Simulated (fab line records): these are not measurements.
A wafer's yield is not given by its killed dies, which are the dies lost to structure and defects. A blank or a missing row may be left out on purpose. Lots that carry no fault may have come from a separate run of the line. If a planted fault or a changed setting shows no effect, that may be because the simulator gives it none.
Split-lot study    flow n5Finfet    route with 1938 steps; 7 lots, 39 wafers read

== ABOUT THE SPLIT ==
At N5_MIM_BOT_SPUTTER_00 (material TiN, target thk 35 nm, time 89.7 s), the setting timeS was moved away from the recipe's 89.7 s on 9 of the 39 wafers read, by -58.0% to +57.3%. For the rest of the wafers, this setting stayed at what the recipe calls for.

The reading comes from the split's own step.

== THE READING ==
TiN_of_MIM_BOT_SPUTTER_00.thkNm (the simulator's own value, which no gauge read), in nm, at N5_MIM_BOT_SPUTTER_00 (material TiN, target thk 35 nm, time 89.7 s). The file gives no usual value for it. Across the 30 wafers here that went through the recipe, the average is 35.3 nm and the standard deviation 0.43 nm.

wafer   tool, chamber at the split  timeS as run, s  against the recipe  TiN_of_MIM_BOT_SPUTTER_00.thkNm, nm  against lot-mates on the recipe
L075.1  pvdSputter-01, -            89.7             recipe              35.2                                 -
L075.2  pvdSputter-01, -            89.7             recipe              35.2                                 -
L075.3  pvdSputter-01, -            89.7             recipe              35                                   -
L075.5  pvdSputter-01, -            89.7             recipe              35                                   -
L075.6  pvdSputter-01, -            89.7             recipe              35                                   -
L075.4  pvdSputter-01, -            89.7             recipe              35.4                                 -
L078.1  pvdSputter-03, -            109.4            +22.0%              43                                   +6.9
L078.2  pvdSputter-03, -            109.4            +22.0%              43.6                                 +7.5
L078.3  pvdSputter-03, -            109.4            +22.0%              43.8                                 +7.7
L078.4  pvdSputter-03, -            89.7             recipe              36.2                                 -
L078.5  pvdSputter-03, -            89.7             recipe              36.2                                 -
L078.6  pvdSputter-03, -            89.7             recipe              36                                   -
L082.1  pvdSputter-01, -            89.7             recipe              35.2                                 -
L082.5  pvdSputter-01, -            89.7             recipe              35.2                                 -
L082.2  pvdSputter-01, -            89.7             recipe              35.4                                 -
L082.6  pvdSputter-01, -            89.7             recipe              35.4                                 -
L082.3  pvdSputter-01, -            89.7             recipe              35                                   -
L082.4  pvdSputter-01, -            89.7             recipe              35.8                                 -
L085.1  pvdSputter-01, -            89.7             recipe              35.2                                 -
L085.3  pvdSputter-01, -            89.7             recipe              35.2                                 -
L085.2  pvdSputter-01, -            37.65            -58.0%              15.4                                 -19.9
L085.4  pvdSputter-01, -            37.65            -58.0%              14.8                                 -20.5
L085.5  pvdSputter-01, -            37.65            -58.0%              15                                   -20.3
L085.6  pvdSputter-01, -            89.7             recipe              35.6                                 -
L091.1  pvdSputter-03, -            89.7             recipe              36                                   -
L091.2  pvdSputter-03, -            89.7             recipe              34.8                                 -
L091.4  pvdSputter-03, -            89.7             recipe              34.8                                 -
L091.3  pvdSputter-03, -            89.7             recipe              35.6                                 -
L091.5  pvdSputter-03, -            89.7             recipe              35.4                                 -
L091.6  pvdSputter-03, -            89.7             recipe              34.6                                 -
L088.1  pvdSputter-01, -            89.7             recipe              35.2                                 -
L088.2  pvdSputter-01, -            89.7             recipe              34.8                                 -
L088.4  pvdSputter-01, -            89.7             recipe              35                                   -
L097.1  pvdSputter-01, -            89.7             recipe              35.2                                 -
L097.2  pvdSputter-01, -            89.7             recipe              34.8                                 -
L097.3  pvdSputter-01, -            89.7             recipe              34.6                                 -
L097.4  pvdSputter-01, -            141.1            +57.3%              54.8                                 +19.9
L097.5  pvdSputter-01, -            141.1            +57.3%              54.8                                 +19.9
L097.6  pvdSputter-01, -            141.1            +57.3%              55.2                                 +20.3

FIT RESULTS
A straight line over all 39 wafers: TiN_of_MIM_BOT_SPUTTER_00.thkNm changes by +0.347 nm for each +1% of timeS; r = +1.00; the points scatter about the line by 0.44 nm.
The same after taking each lot's own level away (the mean of its wafers on the recipe; 39 wafers): +0.349 nm for each +1%; r = +1.00; scatter 0.3 nm.
That fit puts the effect of the largest move of timeS on the reading at 20 nm.
Across the lots, their own levels run from 34.87 to 36.13 nm, a range of 2.9 times the standard deviation given above.
The two slopes are in agreement: the lot-to-lot level therefore moves the slope only a little.
Check: for one of the wafers moved furthest among these (-58.0%), held out of the fit, the line's prediction against its lot-mates is -20.3 nm. Against them it came out at -19.9 nm.

== THESE WAFERS: OTHER SPLITS ==
Before the reading, these wafers also passed through other splits. Each is held against what the fit with the lots' levels taken away leaves over:
other split on the same wafers     wafers away from the commonest value  r with TiN_of_MIM_BOT_SPUTTER_00.thkNm (lot level and that fit taken away)
N5_BEOL_M11_ILD_DEP_00 targetThkA  6                                     +0.26
N5_BEOL_M13_ETCH_59 timeS          12                                    -0.25

== THE FILE'S OWN FIT ==
TiN_of_MIM_BOT_SPUTTER_00.thkNm changes by +0.349 nm for each +1% of timeS, r = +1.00.
